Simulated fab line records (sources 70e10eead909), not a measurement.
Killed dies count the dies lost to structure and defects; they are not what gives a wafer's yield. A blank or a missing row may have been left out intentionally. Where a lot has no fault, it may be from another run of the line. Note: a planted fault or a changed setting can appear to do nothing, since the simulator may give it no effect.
Chamber matching	flow nand_harc	NHARC_A_STAIRCASE_CMP_472 on cmp-03: 4 sister chambers
The step polishes SiO2. 18 wafers are shown with their chamber, then 9 later ones without.

## WAFERS WITH THEIR CHAMBER
wafer	chamber	motor_current_A (A)
L076.1	1	13.5
L076.3	2	11.2
L076.6	2	11.0
L077.1	3	10.9
L077.5	1	13.6
L077.6	0	12.8
L083.3	3	10.8
L083.5	2	11.2
L083.6	1	13.3
L086.1	0	13.2
L086.2	1	14.2
L086.6	0	13.5
L087.1	2	11.3
L087.3	0	13.0
L087.4	3	10.8
L089.2	0	13.5
L089.3	2	10.8
L089.6	0	12.8

SIGNATURES (means of the wafers above)
reading	chamber 0	chamber 1	chamber 2	chamber 3	scatter within a chamber
motor_current_A	13.133	13.650	11.100	10.833	0.284
Rule: a wafer lies at a distance from a chamber equal to the root of the sum of squares, over the readings, of (its reading less the chamber's mean, divided by the reading's scatter). The wafer belongs to the nearest chamber; if the next one is less than 2 further off, it can't be placed. How the scatter is found: for the shown wafers, subtract from each reading the mean of its chamber, square and add these, divide the total by (wafers less chambers), then take the root.

## WAFERS MISSING THEIR CHAMBER
wafer	motor_current_A (A)
L091.1	10.6
L091.4	10.6
L091.6	10.3
L095.2	10.3
L095.4	13.5
L095.5	10.6
L096.1	10.6
L096.4	12.9
L096.5	10.9

## WHICH CHAMBER EACH ONE RAN IN
wafer	from the rows above	in truth
L091.1	can't be placed: 3 or 2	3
L091.4	can't be placed: 3 or 2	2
L091.6	can't be placed: 3 or 2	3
L095.2	can't be placed: 3 or 2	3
L095.4	can't be placed: 1 or 0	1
L095.5	can't be placed: 3 or 2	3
L096.1	can't be placed: 3 or 2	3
L096.4	can't be placed: 0 or 1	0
L096.5	can't be placed: 3 or 2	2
Correct placement for 0 of the 9. These rows do not allow placing 9 (true chamber among the candidates in 9). 0 placed wrongly.
